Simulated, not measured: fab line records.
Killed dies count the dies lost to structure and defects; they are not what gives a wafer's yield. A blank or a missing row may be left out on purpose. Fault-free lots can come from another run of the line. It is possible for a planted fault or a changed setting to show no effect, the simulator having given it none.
A struck lot beside a sound one | flow nand-harc | 14 steps out of a route of 1159
Sound: wafers L511.1, L511.2, L511.3. Struck: wafers L523.1, L523.2, L523.3. Last of all comes the cause.
Order at every step that has rows: each side's tool, ch and its chambers, its first start. Under that, the readings that differ: sound wafers | struck wafers | difference of the means | sigmas: that difference in standard deviations of wafers without a fault.
alike: words and numbers the same on both sides, and readings whose means are apart by under 2 such deviations; not compared: readings that were withheld, readings missing a value for some wafer, numbers with overlapping values and no deviation given by the record, and bounds like >300 which may hide the same value.
A row with sigmas, a row that says differs or no value, or rows on one side alone: a step with any of these is where the two part. Numbers that don't overlap but have no deviation are shown without sigmas and don't part them. A reading that every wafer of one side lacks parts them only if that side has two wafers or more.

first, 2 steps without rows for these wafers: NHARC_P_M1_PRE_CLEAN_30 (time 30 s); NHARC_P_M1_PVD_20 (deposits TaN, target thk 5 nm, time 8.06 s).
NHARC_P_M1_PVD_21: deposits Cu, target thk 30 nm, time 20.49 s.
  sound on pvd-sputter-03; struck on pvd-sputter-03
  alike: cathode-dc-power-W, throttle-valve-pct
then, 1 step without rows for these wafers: NHARC_P_M1_ECD_22 (material Cu, target thk 400 nm).
NHARC_P_M1_ANNEAL_31: time 90 s.
  sound on rtp-anneal-01 ch 0, day 9 05:20; struck on rtp-anneal-02 ch 0, day 10 08:19
  alike: wafer_temp_C_max
NHARC_P_M1_CMP_23: polishes, t overpolish 20 s, target thk 157.82 nm.
  sound on cmp-02 ch 0,2,3, day 9 05:41; struck on cmp-03 ch 0,2,3, day 10 08:39
  alike: motor-current-A, retaining-ring-pressure-frac, slurry-flow-ml-min, time-to-endpoint-s
NHARC_P_M1_THK_MEAS_24: measures by xrf.
  struck on film-metro-01, day 10 08:58; sound on film-metro-02, day 9 06:00
  alike: thk-nm
next, for these wafers, 1 step has no rows: NHARC_P_M1_SRD_25.
NHARC_P_M1_INSPECT_27:
  struck on defect-inspect-02, day 10 09:08; sound on defect-inspect-01, day 9 06:10
  alike: raw-defect-count
NHARC_P_M1_PRE_CLEAN_32: time 12 s.
  sound on pecvd-01 ch 0,1,2, day 9 06:52; struck on pecvd-01 ch 0,1,2, day 10 09:13
  alike: heater-power-w
NHARC_P_M1_DEP_33: deposits SiCN, target thk 30 nm.
  sound on pecvd-01 ch 0,1,2, day 9 06:56; struck on pecvd-01 ch 0,1,2, day 10 09:17
  alike: heater-power-w
NHARC_P_M2_DEP_00: deposits SiOC, target thk 182.5 nm.
  sound on pecvd-02 ch 0,1,2, day 9 07:29; struck on pecvd-01 ch 0,1,2, day 10 10:16
then, 1 step without rows for these wafers: NHARC_P_M2_DEHYDRATE_01 (time 120 s).
-- the record jumps here: 17 days lie between the struck wafers' starts before and after (it left off in module P_M2 and takes up again in module END, whose first step shown is number 1159 of the route) --
NHARC_END_SORT_01:
  at this point the record logs the struck wafers (prober-01 ch 0, day 27 10:24) and has no rows for the sound ones

## WHERE THEY PART
NHARC_END_SORT_01 only, going by this record.

WHY: what had been put in by the simulator
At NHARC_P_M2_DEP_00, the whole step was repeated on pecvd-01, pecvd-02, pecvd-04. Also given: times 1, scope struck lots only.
